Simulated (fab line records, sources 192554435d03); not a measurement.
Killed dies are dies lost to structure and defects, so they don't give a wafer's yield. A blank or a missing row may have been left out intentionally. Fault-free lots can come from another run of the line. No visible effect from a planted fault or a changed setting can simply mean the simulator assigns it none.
Split-lot study :: flow n5_finfet :: route with 1938 steps; 7 lots, 21 wafers read

== THE SPLIT ITSELF ==
At N5_PASSIVATION_EXPOSE_27 (exposes mask PAD, defocus 0 nm), the setting dose_mj was moved away from the recipe's 32.3 on 5 of the 21 wafers read, by -6.0% to -5.0%. For the rest of the wafers, this setting stayed at what the recipe calls for.

== FROM THE SPLIT TO THE READING: what the file shows between them, 3 steps ==
- N5_PASSIVATION_PEB_28
- N5_PASSIVATION_DEVELOP_29: develop time 60 s
- N5_PASSIVATION_HARDBAKE_31: time 120 s

== THE READING ==
At N5_PASSIVATION_CD_MEAS_30: cd_nm in nanometres, against a target cd of 4000 nm. Typical for fault-free wafers on this fab line: 4000.2 nm, with standard deviation 1.5 nm.

wafer: L078.4
tool, chamber at the split: krf_scanner-02, 0
dose_mj as run: 32.3
against the recipe: recipe
cd_nm, nm: 4001.0
against lot-mates on the recipe: -

wafer: L078.5
tool, chamber at the split: krf_scanner-02, 0
dose_mj as run: 32.3
against the recipe: recipe
cd_nm, nm: 3999.4
against lot-mates on the recipe: -

wafer: L078.6
tool, chamber at the split: krf_scanner-02, 0
dose_mj as run: 32.3
against the recipe: recipe
cd_nm, nm: 4001.1
against lot-mates on the recipe: -

wafer: L080.3
tool, chamber at the split: krf_scanner-02, 0
dose_mj as run: 32.3
against the recipe: recipe
cd_nm, nm: 3998.4
against lot-mates on the recipe: -

wafer: L080.4
tool, chamber at the split: krf_scanner-02, 0
dose_mj as run: 32.3
against the recipe: recipe
cd_nm, nm: 3998.2
against lot-mates on the recipe: -

wafer: L080.5
tool, chamber at the split: krf_scanner-02, 0
dose_mj as run: 32.3
against the recipe: recipe
cd_nm, nm: 3998.8
against lot-mates on the recipe: -

wafer: L081.1
tool, chamber at the split: krf_scanner-02, 0
dose_mj as run: 30.67
against the recipe: -5.0%
cd_nm, nm: 3992.1
against lot-mates on the recipe: -9.6

wafer: L081.2
tool, chamber at the split: krf_scanner-02, 0
dose_mj as run: 30.67
against the recipe: -5.0%
cd_nm, nm: 3992.5
against lot-mates on the recipe: -9.2

wafer: L081.5
tool, chamber at the split: krf_scanner-02, 0
dose_mj as run: 32.3
against the recipe: recipe
cd_nm, nm: 4001.7
against lot-mates on the recipe: -

wafer: L084.1
tool, chamber at the split: krf_scanner-02, 0
dose_mj as run: 32.3
against the recipe: recipe
cd_nm, nm: 3999.7
against lot-mates on the recipe: -

wafer: L084.4
tool, chamber at the split: krf_scanner-02, 0
dose_mj as run: 32.3
against the recipe: recipe
cd_nm, nm: 3998.2
against lot-mates on the recipe: -

wafer: L084.5
tool, chamber at the split: krf_scanner-02, 0
dose_mj as run: 32.3
against the recipe: recipe
cd_nm, nm: 4000.3
against lot-mates on the recipe: -

wafer: L093.1
tool, chamber at the split: krf_scanner-02, 0
dose_mj as run: 32.3
against the recipe: recipe
cd_nm, nm: 3998.9
against lot-mates on the recipe: -

wafer: L093.3
tool, chamber at the split: krf_scanner-02, 0
dose_mj as run: 32.3
against the recipe: recipe
cd_nm, nm: 3997.6
against lot-mates on the recipe: -

wafer: L093.6
tool, chamber at the split: krf_scanner-02, 0
dose_mj as run: 32.3
against the recipe: recipe
cd_nm, nm: 3997.7
against lot-mates on the recipe: -

wafer: L096.3
tool, chamber at the split: krf_scanner-02, 0
dose_mj as run: 30.35
against the recipe: -6.0%
cd_nm, nm: 3987.1
against lot-mates on the recipe: -13.0

wafer: L096.4
tool, chamber at the split: krf_scanner-02, 0
dose_mj as run: 32.3
against the recipe: recipe
cd_nm, nm: 4000.1
against lot-mates on the recipe: -

wafer: L096.5
tool, chamber at the split: krf_scanner-02, 0
dose_mj as run: 32.3
against the recipe: recipe
cd_nm, nm: 4000.1
against lot-mates on the recipe: -

wafer: L097.1
tool, chamber at the split: krf_scanner-02, 0
dose_mj as run: 30.69
against the recipe: -5.0%
cd_nm, nm: 3990.6
against lot-mates on the recipe: -11.2

wafer: L097.3
tool, chamber at the split: krf_scanner-02, 0
dose_mj as run: 32.3
against the recipe: recipe
cd_nm, nm: 4001.8
against lot-mates on the recipe: -

wafer: L097.6
tool, chamber at the split: krf_scanner-02, 0
dose_mj as run: 30.69
against the recipe: -5.0%
cd_nm, nm: 3992.2
against lot-mates on the recipe: -9.6

THE FIT
A straight line over all 21 wafers: cd_nm changes by +1.68 nm for each +1% of dose_mj; r = +0.94; the points scatter about the line by 1.4 nm.
The same after taking each lot's own level away (the mean of its wafers on the recipe; 21 wafers): +2.02 nm for each +1%; r = +0.99; scatter 0.68 nm.
Per that fit: largest dose_mj move, reading shift of 12 nm.
The span of the lots' own levels, 3998.07 to 4001.80 nm, comes to 2.5 times the standard deviation stated above.
So the slope is not independent of the lot-to-lot level: the two fits are not the same.
Check: -11.9 nm against its lot-mates is what the line predicts for one of the wafers moved furthest among these (-6.0%) when that wafer is left out of the fit. Against them it came out at -13 nm.

== ADDITIONAL SPLITS CARRIED BY THESE WAFERS ==
Before the reading, these wafers also passed through other splits. Each is held against what the fit with the lots' levels taken away leaves over:
other split on the same wafers: N5_BEOL_M13_COAT_58 spin_rpm
wafers away from the commonest value: 9
r with cd_nm (lot level and that fit taken away): +0.05

other split on the same wafers: N5_BEOL_M13_SPUTTER_43 time_s
wafers away from the commonest value: 10
r with cd_nm (lot level and that fit taken away): -0.39

other split on the same wafers: N5_BEOL_M14_SPUTTER_43 power_w
wafers away from the commonest value: 9
r with cd_nm (lot level and that fit taken away): -0.17

other split on the same wafers: N5_BEOL_M14_DEP_53 time_s
wafers away from the commonest value: 8
r with cd_nm (lot level and that fit taken away): -0.17

other split on the same wafers: N5_MIM_TOP_ALD_01 ald_cycles
wafers away from the commonest value: 5
r with cd_nm (lot level and that fit taken away): -0.02

== THE FILE'S OWN FIT ==
cd_nm changes by +2.04 nm for each +1% of dose_mj, r = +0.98.
